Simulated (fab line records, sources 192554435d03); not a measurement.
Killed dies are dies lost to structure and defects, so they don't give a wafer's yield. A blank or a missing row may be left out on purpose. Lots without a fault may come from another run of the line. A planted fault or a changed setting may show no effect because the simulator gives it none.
fab line records | flow n5_finfet
record lots=7 wafers=21
route steps=1938 shown MOL_CONTACT_COAG@523 BEOL_M0_SAQP@646 BEOL_M0@721 BEOL_M1@753
start_h: hours from the record's first day to the start of the lot's first wafer shown | wait_h: hours since the lot's step before | " the same as in the row above | L1.1+2: a row that stands for several wafers | - no value, or no start given | * or withheld: withheld | < > ~ a bound
route shown NAME@n: a module of which the file shows steps, and the number in the route of the first | usual: mean/standard deviation of fault-free wafers | same: alike in all rows | chamber/n: place in a boat | sites: the reading at each site | _std_site: their standard deviation | _edge_site: outer sites' mean less inner sites' | radius_mm: how far each site lies from the wafer's centre | mask NAME#n: copy n | behind: the tool/chamber that last shaped the wafer | hold: why the lot was held/for how many hours/how that ended | device: the transistor (n, p or np) that didn't switch | end of line: the same wafers' tests at the end of the route | a step without rows: its recipe alone | killed: dies lost to structure and defects at the first sort, not the wafer's yield | map: a wafer's dies, x killed, . not, _ none there
set.NAME: the setting as run; set.NAME@STEP: as run at that earlier step | model.NAME: the simulator's own value behind a step, which no gauge read
lots whose settings were changed on purpose; a table a step, a row a wafer
## steps
# step N5_MOL_CONTACT_COAG_EXPOSE_05
# recipe mask_id=CA na=0.33 source_shape=annular sigma_inner=0.4 sigma_outer=0.8 polarization=unpolarized defocus_nm=0 dose_mj=38.25
# columns lot.wafer tool chamber start_h wait_h mask set.dose_mj
L075.3+4+5 euv_scanner-01 0 98.77 - CA#0 36.85
L077.1+3+5 euv_scanner-01 0 105.00 - CA#0 38.25
L080.1+3+4 euv_scanner-02 0 123.69 - CA#0 38.25
L082.3 euv_scanner-02 0 138.19 - CA#0 36.09
L082.4+5 " 0 " " CA#0 38.25
L087.4+6 euv_scanner-02 0 163.00 - CA#0 41.05
L087.5 " 0 " " CA#0 38.25
L090.3+4+6 euv_scanner-01 0 186.37 - CA#0 38.25
L091.2 euv_scanner-01 0 192.25 - CA#0 36.1
L091.3+4 " 0 " " CA#0 38.25
# step N5_MOL_CONTACT_COAG_PEB_06
# recipe peb_temp_c=100 peb_time_s=60 resist=CAR-EUV
# step N5_MOL_CONTACT_COAG_DEVELOP_07
# recipe develop_time_s=30 developer=TMAH resist=CAR-EUV rinse_liquid=surfactant_rinse dry=air_spin dev_temp_c=23
# step N5_MOL_CONTACT_COAG_CD_MEAS_08
# recipe target_cd_nm=28 landing_energy_ev=500 detector=se_inlens polarity=opening
# usual cd_nm=28.02/0.24
# columns lot.wafer tool chamber start_h wait_h set.dose_mj@MOL_CONTACT_COAG_EXPOSE_05 cd_nm
L075.3 cd_sem-01 0 98.89 - 36.85 27.21
L075.4 " 0 " " 36.85 27.04
L075.5 " 0 " " 36.85 27.36
L077.1 cd_sem-02 0 105.13 - 38.25 28.24
L077.3 " 0 " " 38.25 28.03
L077.5 " 0 " " 38.25 27.96
L080.1 cd_sem-02 0 123.82 - 38.25 28.02
L080.3 " 0 " " 38.25 28.16
L080.4 " 0 " " 38.25 28.04
L082.3 cd_sem-01 0 138.30 - 36.09 26.71
L082.4 " 0 " " 38.25 27.66
L082.5 " 0 " " 38.25 27.76
L087.4 cd_sem-01 0 163.12 - 41.05 29.42
L087.5 " 0 " " 38.25 27.83
L087.6 " 0 " " 41.05 29.18
L090.3 cd_sem-01 0 186.49 - 38.25 28.24
L090.4 " 0 " " 38.25 28.11
L090.6 " 0 " " 38.25 28.08
L091.2 cd_sem-03 0 192.37 - 36.1 26.71
L091.3 " 0 " " 38.25 28.09
L091.4 " 0 " " 38.25 28.18
# step N5_MOL_CONTACT_COAG_DESCUM_13
# recipe chemistry=O2 time_s=7 source_power_w=50 bias_power_w=20 pressure_mtorr=20 rf_frequency_hz=2.712e+07 temp_c=40 resist=CAR-EUV o2_flow_sccm=225
# step N5_MOL_CONTACT_COAG_ETCH_59
# recipe chemistry=N2/H2 target=underlayer target_depth_a=130 mask_material=CAR-EUV time_s=10.4 ion_energy_ev=200 pressure_mtorr=30 source_w=840 bias_w=150 n2_flow_sccm=200 h2_flow_sccm=200 ends=cleared
# columns lot.wafer tool chamber start_h wait_h set.dose_mj@MOL_CONTACT_COAG_EXPOSE_05 model.MOL_CONTACT_COAG.cd_offset_nm
L075.3 rie_diel-03 1 99.04 0.0 36.85 -0.4
L075.4 " 0 " " 36.85 -1
L075.5 " 3 " " 36.85 -0.8
L077.1+5 rie_diel-04 3,2 105.34 0.0 38.25 0.2
L077.3 " 1 " " 38.25 0
L080.1 rie_diel-04 1 123.98 0.0 38.25 -0.2
L080.3+4 " 3,2 " " 38.25 0
L082.3 rie_diel-04 0 138.46 0.0 36.09 -1.4
L082.4 " 3 " " 38.25 0
L082.5 " 3 " " 38.25 -0.2
L087.4+6 rie_diel-06 2,1 163.27 0.0 41.05 1.2
L087.5 " 2 " " 38.25 -0.2
L090.3+6 rie_diel-04 2,1 187.10 0.0 38.25 0.2
L090.4 " 0 " " 38.25 0
L091.2 rie_diel-06 0 192.53 0.0 36.1 -1.2
L091.3 " 2 " " 38.25 0
L091.4 " 3 " " 38.25 0.2
# step N5_MOL_CONTACT_COAG_ETCH_105
# recipe chemistry=CF4 target=SiARC target_depth_a=156 mask_material=CAR-EUV time_s=26 ion_energy_ev=80 pressure_mtorr=40 source_w=545 bias_w=36 Ar_flow_sccm=100 cf4_flow_sccm=100 ends=cleared
# step N5_MOL_CONTACT_COAG_ETCH_106
# recipe chemistry=N2/H2 target=SOC target_depth_a=800 overetch_a=160 mask_material=SiARC temp_c=40 time_s=120 ion_energy_ev=200 pressure_mtorr=30 source_w=840 bias_w=150 n2_flow_sccm=200 h2_flow_sccm=200
# columns lot.wafer tool chamber start_h wait_h set.dose_mj@MOL_CONTACT_COAG_EXPOSE_05 model.MOL_CONTACT_COAG.cd_offset_nm
L075.3 rie_diel-03 1 99.09 0.0 36.85 -0.6
L075.4 " 0 " " 36.85 -1.2
L075.5 " 3 " " 36.85 -1
L077.1+5 rie_diel-04 3,2 105.39 0.0 38.25 0
L077.3 " 1 " " 38.25 0.4
L080.1 rie_diel-04 1 124.03 0.0 38.25 0.2
L080.3 " 3 " " 38.25 -0.4
L080.4 " 2 " " 38.25 -0.2
L082.3 rie_diel-04 0 138.51 0.0 36.09 -1.6
L082.4+5 " 3 " " 38.25 -0.4
L087.4 rie_diel-06 2 163.32 0.0 41.05 1
L087.5 " 2 " " 38.25 -0.4
L087.6 " 1 " " 41.05 1.6
L090.3+4 rie_diel-04 2,0 187.15 0.0 38.25 0
L090.6 " 1 " " 38.25 0.4
L091.2 rie_diel-06 0 192.58 0.0 36.1 -1
L091.3 " 2 " " 38.25 -0.2
L091.4 " 3 " " 38.25 0.6
# step N5_MOL_CONTACT_COAG_STRIP_107
# recipe chemistry=N2/H2 temp_c=40 n2_flow_sccm=200 h2_flow_sccm=200 rf_frequency_hz=6e+07
# step N5_MOL_CONTACT_COAG_STRIP_108
# recipe chemistry=N2/H2 temp_c=40 n2_flow_sccm=200 h2_flow_sccm=200 rf_frequency_hz=6e+07
# step N5_MOL_CONTACT_COAG_CONTACT_ETCH_14
# recipe chemistry=C4F6/O2 target=SiO2 target_depth_a=275 overetch_a=85 mask_material=SOC pressure_mtorr=30 source_w=370 bias_w=185 Ar_flow_sccm=300 C4F6_flow_sccm=16 O2_flow_sccm=10 time_s=20 ion_energy_ev=259.6
# step N5_MOL_CONTACT_COAG_STRIP_109
# recipe chemistry=C4F6/O2 resist=SiARC rf_frequency_hz=6e+07
# step N5_MOL_CONTACT_COAG_ETCH_15
# recipe chemistry=CH3F/O2 target=SiNx target_depth_a=70 mask_material=SOC stop_on=Si:P over_etch_frac=0.75 ion_energy_ev=120 pressure_mtorr=30 source_w=395 bias_w=73 Ar_flow_sccm=150 CH3F_flow_sccm=30 O2_flow_sccm=20
# columns lot.wafer tool chamber start_h wait_h set.dose_mj@MOL_CONTACT_COAG_EXPOSE_05 model.MOL_CONTACT_COAG.cd_offset_nm
L075.3 rie_diel-03 1 99.23 0.0 36.85 -0.8
L075.4 " 0 " " 36.85 -1.2
L075.5 " 3 " " 36.85 -1
L077.1 rie_diel-04 3 105.53 0.0 38.25 -0.2
L077.3 " 1 " " 38.25 0.2
L077.5 " 2 " " 38.25 0
L080.1 rie_diel-04 1 124.16 0.0 38.25 0.2
L080.3+4 " 3,2 " " 38.25 -0.4
L082.3 rie_diel-04 0 138.64 0.0 36.09 -1.8
L082.4+5 " 3 " " 38.25 -0.4
L087.4 rie_diel-06 2 163.45 0.0 41.05 1
L087.5 " 2 " " 38.25 -0.4
L087.6 " 1 " " 41.05 1.4
L090.3+4 rie_diel-04 2,0 187.28 0.0 38.25 -0.2
L090.6 " 1 " " 38.25 0.4
L091.2 rie_diel-06 0 192.71 0.0 36.1 -1
L091.3 " 2 " " 38.25 -0.2
L091.4 " 3 " " 38.25 0.6
# step N5_MOL_CONTACT_COAG_ALD_123
# recipe material=SiNx target_thk_a=50 temp_c=400 ald_precursor_family=SiH2I2 ald_co_reactant=N2/H2-plasma pulse_time_s=1 purge_time_s=2 co_reactant_purge_time_s=2 ald_cycles=100 pressure_torr=2
# columns lot.wafer tool chamber start_h wait_h set.ald_cycles model.SiNx_of_MOL_CONTACT_COAG_ALD_123.thk_nm
L075.3 ald_sin-03 0 107.01 0.0 100 5
L075.4+5 " 3,1 " " 92 4.6
L077.1+3+5 ald_sin-03 1,2,1 113.10 0.0 100 5
L080.1 ald_sin-01 1 133.35 0.0 84 4.2
L080.3+4 " 0 " " 100 5
L082.3+4 ald_sin-04 1 147.07 0.0 100 5
L082.5 " 2 " " 114 5.8
L087.4+5 ald_sin-04 2,0 170.92 0.0 100 5
L087.6 " 3 " " 92 4.6
L090.3+6 ald_sin-04 3 199.41 0.0 107 5.4
L090.4 " 2 " " 100 5
L091.2+3+4 ald_sin-01 2,0,1 201.80 0.0 100 5
# step N5_MOL_CONTACT_COAG_PECVD_31
# recipe material=SiO2 target_thk_a=460 temp_c=400 precursor=TEOS/O2 pressure_torr=6.5 rf_w=withheld teos_flow_sccm=withheld gas=O2 flow_sccm=2650 time_s=8.9
# step N5_MOL_CONTACT_COAG_COAT_75
# recipe resist=SOC temp_c=250 time_s=60 spin_rpm=1500 resist_thk_nm=60
# step N5_MOL_CONTACT_COAG_STRIP_120
# recipe chemistry=CHF3 resist=SiARC rf_frequency_hz=6e+07
# step N5_MOL_CONTACT_COAG_VIA_ETCH_117
# recipe chemistry=C4F6/O2 target_depth_a=400 overetch_a=80 mask_material=SOC target=SiO2 bias_w=455 pressure_mtorr=10 time_s=26 source_w=325 Ar_flow_sccm=300 C4F6_flow_sccm=10 O2_flow_sccm=10 ion_energy_ev=575.3 ends=end_point
# step N5_MOL_CONTACT_COAG_ETCH_124
# recipe chemistry=CH3F/O2 target=SiNx target_depth_a=65 mask_material=SOC stop_on=SiOC over_etch_frac=0.3 ion_energy_ev=120 pressure_mtorr=30 source_w=395 bias_w=73 Ar_flow_sccm=150 CH3F_flow_sccm=30 O2_flow_sccm=20 ends=end_point
# columns lot.wafer tool chamber start_h wait_h set.ald_cycles@MOL_CONTACT_COAG_ALD_123 model.etch.depth_nm
L075.3 rie_diel-03 1 109.96 0.0 100 4.988
L075.4 " 2 " " 92 4.583
L075.5 " 0 " " 92 4.556
L077.1 rie_diel-03 2 116.10 0.0 100 4.978
L077.3 " 0 " " 100 5.058
L077.5 " 1 " " 100 5.011
L080.1 rie_diel-03 0 136.14 0.0 84 4.182
L080.3 " 3 " " 100 4.954
L080.4 " 1 " " 100 4.959
L082.3 rie_diel-03 0 149.90 0.0 100 5.005
L082.4 " 2 " " 100 5.022
L082.5 " 2 " " 114 5.73
L087.4 rie_diel-06 3 174.93 0.0 100 5.015
L087.5 " 1 " " 100 4.998
L087.6 " 0 " " 92 4.607
L090.3 rie_diel-04 1 202.58 0.0 107 5.345
L090.4 " 0 " " 100 5.012
L090.6 " 1 " " 107 5.356
L091.2 rie_diel-06 3 204.86 0.0 100 5.016
L091.3 " 2 " " 100 4.992
L091.4 " 0 " " 100 5.008
# step N5_BEOL_M0_SAQP_EXPOSE_11
# recipe mask_id=M0_CORE na=1.35 source_shape=dipole sigma_inner=0.538 sigma_outer=0.738 polarization=te target_cd_nm=42 dose_mj=55
# columns lot.wafer tool chamber start_h wait_h mask set.dose_mj
L075.3+4 arfi_scanner-02 0 116.65 - M0_CORE#0 51.28
L075.5 " 0 " " M0_CORE#0 55
L077.1+3+5 arfi_scanner-02 0 124.10 - M0_CORE#0 55
L080.1+3+4 arfi_scanner-03 0 143.34 - M0_CORE#0 55
L082.3+4+5 arfi_scanner-01 0 158.29 - M0_CORE#0 51.54
L087.4+6 arfi_scanner-02 0 185.85 - M0_CORE#0 53.03
L087.5 " 0 " " M0_CORE#0 55
L090.3+4+6 arfi_scanner-03 0 208.36 - M0_CORE#0 55
L091.2+3+4 arfi_scanner-03 0 213.33 - M0_CORE#0 57.95
# step N5_BEOL_M0_SAQP_DEVELOP_13
# recipe develop_time_s=30 developer=TMAH resist=CAR-ArF dev_temp_c=23 rinse_liquid=diw dry=air_spin
# columns lot.wafer tool chamber start_h wait_h set.develop_time_s
L075.3+5 litho_track-03 0 - - 30
L075.4 " 0 " " 36.34
L077.1+3+5 litho_track-01 0 - - 30
L080.1+3+4 litho_track-03 0 - - 30
L082.3+4 litho_track-03 0 - - 30
L082.5 " 0 " " 26.38
L087.4 litho_track-05 0 - - 30
L087.5+6 " 0 " " 27.99
L090.3+4 litho_track-03 0 - - 26.48
L090.6 " 0 " " 30
L091.2+3+4 litho_track-05 0 - - 30
# step N5_BEOL_M0_SAQP_CD_MEAS_14
# recipe target_cd_nm=42.5 landing_energy_ev=500 detector=se_inlens
# usual cd_nm=42.6/0.32
# columns lot.wafer tool chamber start_h wait_h set.dose_mj@BEOL_M0_SAQP_EXPOSE_11 cd_nm
L075.3 cd_sem-02 0 116.77 - 51.28 45.1
L075.4 " 0 " " 51.28 44.5
L075.5 " 0 " " 55 43.0
L077.1 cd_sem-01 0 124.23 - 55 42.5
L077.3 " 0 " " 55 42.7
L077.5 " 0 " " 55 42.6
L080.1 cd_sem-01 0 143.47 - 55 42.4
L080.3 " 0 " " 55 42.5
L080.4 " 0 " " 55 42.5
L082.3 cd_sem-01 0 158.40 - 51.54 44.4
L082.4 " 0 " " 51.54 44.0
L082.5 " 0 " " 51.54 44.5
L087.4 cd_sem-01 0 185.96 - 53.03 43.3
L087.5 " 0 " " 55 42.9
L087.6 " 0 " " 53.03 43.8
L090.3 cd_sem-03 0 208.48 - 55 42.8
L090.4 " 0 " " 55 42.6
L090.6 " 0 " " 55 42.4
L091.2 cd_sem-03 0 213.45 - 57.95 40.7
L091.3 " 0 " " 57.95 40.6
L091.4 " 0 " " 57.95 40.8
# step N5_BEOL_M0_TRENCH_ETCH_107
# recipe chemistry=C4F6/O2 target_depth_a=328 target=SiOC time_s=16.4 ion_energy_ev=250 pressure_mtorr=30 source_w=355 bias_w=185 Ar_flow_sccm=300 C4F6_flow_sccm=10 O2_flow_sccm=10
# columns lot.wafer tool chamber start_h wait_h set.target_depth_a model.BEOL_M0.feature_depth_nm
L075.3 rie_diel-03 0 125.97 0.0 297.4 29.8
L075.4 " 2 " " 328 32.8
L075.5 " 1 " " 328 33.2
L077.1 rie_diel-04 3 130.88 0.0 328 32.4
L077.3 " 2 " " 328 31.8
L077.5 " 3 " " 328 32.2
L080.1 rie_diel-03 0 152.40 0.0 328 32.6
L080.3 " 3 " " 338 33.8
L080.4 " 2 " " 338 33.2
L082.3 rie_diel-06 2 164.98 0.0 328 32.6
L082.4 " 3 " " 328 33.4
L082.5 " 3 " " 328 33.6
L087.4 rie_diel-03 3 193.39 0.0 328 33.2
L087.5 " 1 " " 328 33.6
L087.6 " 2 " " 308.2 30.6
L090.3 rie_diel-04 0 214.98 0.0 328 32.8
L090.4 " 1 " " 361.2 35.4
L090.6 " 0 " " 328 33
L091.2 rie_diel-06 1 220.49 0.0 340 34.4
L091.3 " 3 " " 328 33.4
L091.4 " 3 " " 340 34.2
# step N5_BEOL_M0_STRIP_142
# recipe chemistry=N2/H2 time_s=10 power_w=450 temp_c=40 pressure_mtorr=20 rf_frequency_hz=6e+07 bias_power_w=7 n2_flow_sccm=200 h2_flow_sccm=200
# step N5_BEOL_M0_OCD_MEAS_108
# usual trench_depth_nm=32.7/0.59
# columns lot.wafer tool chamber start_h wait_h set.target_depth_a@BEOL_M0_TRENCH_ETCH_107 trench_depth_nm
L075.3 ocd-02 - 126.08 0.1 297.4 29.8
L075.4 " - " " 328 32.6
L075.5 " - " " 328 33.7
L077.1 ocd-01 - 130.99 0.1 328 32.5
L077.3 " - " " 328 32.0
L077.5 " - " " 328 32.1
L080.1 ocd-01 - 152.51 0.1 328 33.0
L080.3 " - " " 338 33.9
L080.4 " - " " 338 33.1
L082.3 ocd-02 - 165.09 0.1 328 33.0
L082.4 " - " " 328 33.6
L082.5 " - " " 328 34.1
L087.4 ocd-01 - 193.50 0.1 328 33.2
L087.5 " - " " 328 33.2
L087.6 " - " " 308.2 30.8
L090.3 ocd-02 - 215.09 0.1 328 32.9
L090.4 " - " " 361.2 35.8
L090.6 " - " " 328 32.8
L091.2 ocd-01 - 220.60 0.1 340 34.2
L091.3 " - " " 328 33.7
L091.4 " - " " 340 34.8
# step N5_BEOL_M1_PECVD_72
# recipe material=SiO2 target_thk_a=160 temp_c=400 precursor=TEOS/O2 pressure_torr=5.5 rf_w=450 teos_flow_sccm=53.8 gas=O2 flow_sccm=3000 time_s=18
# columns lot.wafer tool chamber start_h wait_h set.time_s model.SiO2_of_BEOL_M1_PECVD_72.thk_nm
L075.3 pecvd-04 1 129.83 0.0 18 15.6
L075.4 " 0 " " 18 16.2
L075.5 " 2 " " 18 15.8
L077.1 pecvd-02 0 134.06 0.0 18 15.8
L077.3 " 2 " " 18 16.2
L077.5 " 0 " " 18 16.4
L080.1 pecvd-04 1 155.82 0.0 19.46 16.8
L080.3 " 0 " " 19.46 17.2
L080.4 " 0 " " 19.46 17.6
L082.3+5 pecvd-04 1 168.45 0.0 20.03 17.6
L082.4 " 2 " " 18 16.2
L087.4+6 pecvd-01 1,2 196.81 0.1 18 15.8
L087.5 " 0 " " 19.94 17.8
L090.3 pecvd-04 1 217.79 0.0 18 15.6
L090.4 " 2 " " 18 15.8
L090.6 " 0 " " 18 16.2
L091.2 pecvd-02 1 223.83 0.0 18 16.2
L091.3 " 0 " " 16.84 15.2
L091.4 " 1 " " 18 16.4
## key
split step=N5_MOL_CONTACT_COAG_EXPOSE_05 setting=dose_mj stated=38.25 by=wafer
response step=N5_MOL_CONTACT_COAG_CD_MEAS_08 reading=cd_nm change=+0.209 per=1% r=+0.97
response step=N5_MOL_CONTACT_COAG_ETCH_59 reading=model.MOL_CONTACT_COAG.cd_offset_nm change=+0.213 per=1% r=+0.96
response step=N5_MOL_CONTACT_COAG_ETCH_106 reading=model.MOL_CONTACT_COAG.cd_offset_nm change=+0.222 per=1% r=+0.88
response step=N5_MOL_CONTACT_COAG_ETCH_15 reading=model.MOL_CONTACT_COAG.cd_offset_nm change=+0.225 per=1% r=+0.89
split step=N5_MOL_CONTACT_COAG_ALD_123 setting=ald_cycles stated=100 by=wafer
response step=N5_MOL_CONTACT_COAG_ALD_123 reading=model.SiNx_of_MOL_CONTACT_COAG_ALD_123.thk_nm change=+0.0528 per=1% r=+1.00
response step=N5_MOL_CONTACT_COAG_ETCH_124 reading=model.etch.depth_nm change=+0.0498 per=1% r=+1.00
split step=N5_BEOL_M0_SAQP_EXPOSE_11 setting=dose_mj stated=55 by=wafer
response step=N5_BEOL_M0_SAQP_CD_MEAS_14 reading=cd_nm change=-0.249 per=1% r=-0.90
split step=N5_BEOL_M0_SAQP_DEVELOP_13 setting=develop_time_s stated=30 by=wafer
response none clear
split step=N5_BEOL_M0_TRENCH_ETCH_107 setting=target_depth_a stated=328 by=wafer
response step=N5_BEOL_M0_TRENCH_ETCH_107 reading=model.BEOL_M0.feature_depth_nm change=+0.314 per=1% r=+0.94
response step=N5_BEOL_M0_OCD_MEAS_108 reading=trench_depth_nm change=+0.321 per=1% r=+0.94
split step=N5_BEOL_M1_PECVD_72 setting=time_s stated=18 by=wafer
response step=N5_BEOL_M1_PECVD_72 reading=model.SiO2_of_BEOL_M1_PECVD_72.thk_nm change=+0.156 per=1% r=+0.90
